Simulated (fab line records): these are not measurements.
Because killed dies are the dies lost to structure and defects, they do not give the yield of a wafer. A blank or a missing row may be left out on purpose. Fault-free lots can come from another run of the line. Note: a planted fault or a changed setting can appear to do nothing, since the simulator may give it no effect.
A lot that was struck, set against a sound lot    flow nandHarc    16 out of 1302 route steps
Sound: these wafers, L959.2, L959.5, L959.6. Struck: wafer L978.3 (left out: L978.4, L978.6 of the same lot, which were not struck); the cause appears at the end.
At each step with rows: each side's tool, then ch and its chambers, then its first start. Under that, the readings that differ: sound wafers    struck wafers    difference of the means    sigmas: that difference in standard deviations of wafers without a fault.
alike: a reading whose means differ by less than 2 such deviations, as well as words and numbers matching on both sides. not compared: withheld readings; readings where some wafer has no value; bounds like >300 that might hide an equal value; numbers whose values overlap and for which the record gives no deviation.
A row with sigmas, a row that says differs or no value, or rows on one side alone: a step with any of these is where the two part. When numbers do not overlap yet have no deviation, they are printed without sigmas and do not part them. A reading missing from all wafers of one side parts the sides only when that side holds two or more wafers.

first, 5 steps without rows for these wafers: NHARC_P_STI_SOFTBAKE_04 (time 70 s); NHARC_P_STI_EBR_05; NHARC_P_STI_EXPOSE_06 (exposes mask P STI, target cd 200 nm); NHARC_P_STI_PEB_07 (peb time 80 s); NHARC_P_STI_DEVELOP_08 (time 50 s).
NHARC_P_STI_CD_MEAS_09: the cd target is 200 nm.
  sound on cdSem-03 ch 0, day 3 15:05; struck on cdSem-03 ch 0, day 11 13:39
  alike: cdNm
NHARC_P_STI_OVL_MEAS_10:
  sound on overlay-01, day 3 15:11; struck on overlay-02, day 11 13:44
  alike: overlayXNm, overlayYNm
NHARC_P_STI_INSPECT_11:
  sound on defectInspect-01, day 3 15:13; struck on defectInspect-02, day 11 13:46
  alike: rawDefectCount
then, 1 step without rows for these wafers: NHARC_P_STI_HARDBAKE_13 (time 65 s).
NHARC_P_STI_DESCUM_14: chemistry O2, time 3 s.
  sound on rieDiel-08 ch 0,3, day 3 15:21; struck on rieDiel-12 ch 1, day 11 13:54
  alike: chamberPressureMTorr, drypumpMotorCurrentA, oesProductAu, rfVppV, showerheadPlenumPTorr, throttleValvePct
  not compared: rfHoursCounterH
NHARC_P_STI_ETCH_42: etches the open film in N2/H2, target depth 80 nm, overetch 24 nm, time 61 s.
  sound on rieDiel-08 ch 0,2,3, day 3 15:26; struck on rieDiel-12 ch 0, day 11 13:59
  alike: chamberPressureMTorr, drypumpMotorCurrentA, n2FlowSccm, oesProductAu, rfVppV, showerheadPlenumPTorr, throttleValvePct
  not compared: rfHoursCounterH
NHARC_P_STI_ETCH_31: etches the open film in CF4/CHF3, target depth 108.9 nm, time 54.5 s.
  sound on rieDiel-08 ch 1,2; struck on rieDiel-12 ch 0
reading              sound              struck  difference  sigmas
oesProductAu (a.u.)  0.980 0.982 0.987  0.926   -0.057      -3
  alike: chamberPressureMTorr, drypumpMotorCurrentA, rfVppV, showerheadPlenumPTorr, throttleValvePct
  not compared: rfHoursCounterH
NHARC_P_STI_ETCH_15: etches the open film in HBr/Cl2, target depth 300 nm, time 100.1 s.
  sound on rieSi-01 ch 1,2,3, day 3 15:39; struck on rieSi-01 ch 2, day 11 14:10
reading                          sound              struck  difference  sigmas
oesProductAu (a.u.)              0.995 0.990 1.004  0.744   -0.252      -37
model.P_STI.featureDepthNm (nm)  300 296.8 297.8    177.5   -120.7      
  alike: chamberPressureMTorr, drypumpMotorCurrentA, throttleValvePct
  not compared: rfHoursCounterH
NHARC_P_STI_CD_MEAS_16:
  sound on cdSem-02, day 3 15:47; struck on cdSem-02, day 11 14:20
  alike: cdNm
NHARC_P_STI_OCD_MEAS_17:
  sound on ocd-01, day 3 15:53; struck on ocd-01, day 11 14:25
reading              sound              struck  difference  sigmas
trenchDepthNm (nm)   300.0 296.5 297.7  177.7   -120.4      -45
trenchFootCdNm (nm)  157.1 156.6 156.6  175.8   +19.0       +11
then, 1 step without rows for these wafers: NHARC_P_STI_STRIP_19 (strips in SPM, time 900 s).

WHERE THEY PART
Earliest at NHARC_P_STI_ETCH_31; latest, in this record, at NHARC_P_STI_OCD_MEAS_17.

WHY: the cause the simulator had injected
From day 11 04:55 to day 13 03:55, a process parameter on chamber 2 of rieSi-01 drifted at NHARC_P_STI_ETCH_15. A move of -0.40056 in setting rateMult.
